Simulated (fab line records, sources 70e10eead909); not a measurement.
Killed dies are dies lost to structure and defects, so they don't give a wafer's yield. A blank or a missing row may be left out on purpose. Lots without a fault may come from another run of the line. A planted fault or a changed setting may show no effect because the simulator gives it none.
Chamber matching | flow nand_harc | NHARC_A_CONTACT_DEP_24 on pecvd-01: 3 sister chambers
The step deposits SiO2, target thk 500 nm. 6 wafers are shown with their chamber, then 10 later ones without.

WAFERS WITH THEIR CHAMBER
wafer  | chamber | throttle_valve_pct (%) | heater_power_w (W)
L084.4 | 2       | 16.8                   | 684
L085.2 | 0       | 16.0                   | 524
L085.3 | 2       | 16.8                   | 587
L085.6 | 1       | 16.0                   | 619
L089.2 | 0       | 16.2                   | 508
L089.4 | 1       | 15.8                   | 655

WAFERS WITHOUT THEIR CHAMBER
wafer  | throttle_valve_pct (%) | heater_power_w (W)
L089.5 | 16.2                   | 517
L088.2 | 16.0                   | 593
L088.5 | 16.2                   | 631
L088.6 | 16.1                   | 498
L093.1 | 15.9                   | 512
L093.2 | 16.2                   | 639
L093.5 | 16.0                   | 518
L097.1 | 15.8                   | 556
L097.3 | 16.5                   | 655
L097.5 | 15.8                   | 420

WHICH CHAMBER EACH WENT THROUGH
wafer  | from the rows above     | in truth
L089.5 | 0                       | 0
L088.2 | can't be placed: 1 or 0 | 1
L088.5 | can't be placed: 1 or 0 | 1
L088.6 | 0                       | 0
L093.1 | can't be placed: 0 or 1 | 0
L093.2 | can't be placed: 1 or 0 | 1
L093.5 | 0                       | 0
L097.1 | can't be placed: 1 or 0 | 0
L097.3 | 2                       | 2
L097.5 | can't be placed: 0 or 1 | 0
Placed correctly: 4 of 10. Can't be placed from these rows: 6 (the true chamber is among the candidates in 6). Placed wrongly: 0.
How it was worked out, from the rows above alone: a wafer's distance from a chamber is the root of the sum, over the readings, of the square of ((its reading less the chamber's mean) divided by the reading's scatter). The wafer belongs to the nearest chamber; if the next one is less than 2 further off, it can't be placed. A chamber's mean is the mean of its shown wafers. The scatter: the root of (the sum of the squares of (reading less its chamber's mean) over the shown wafers, divided by (wafers less chambers)).
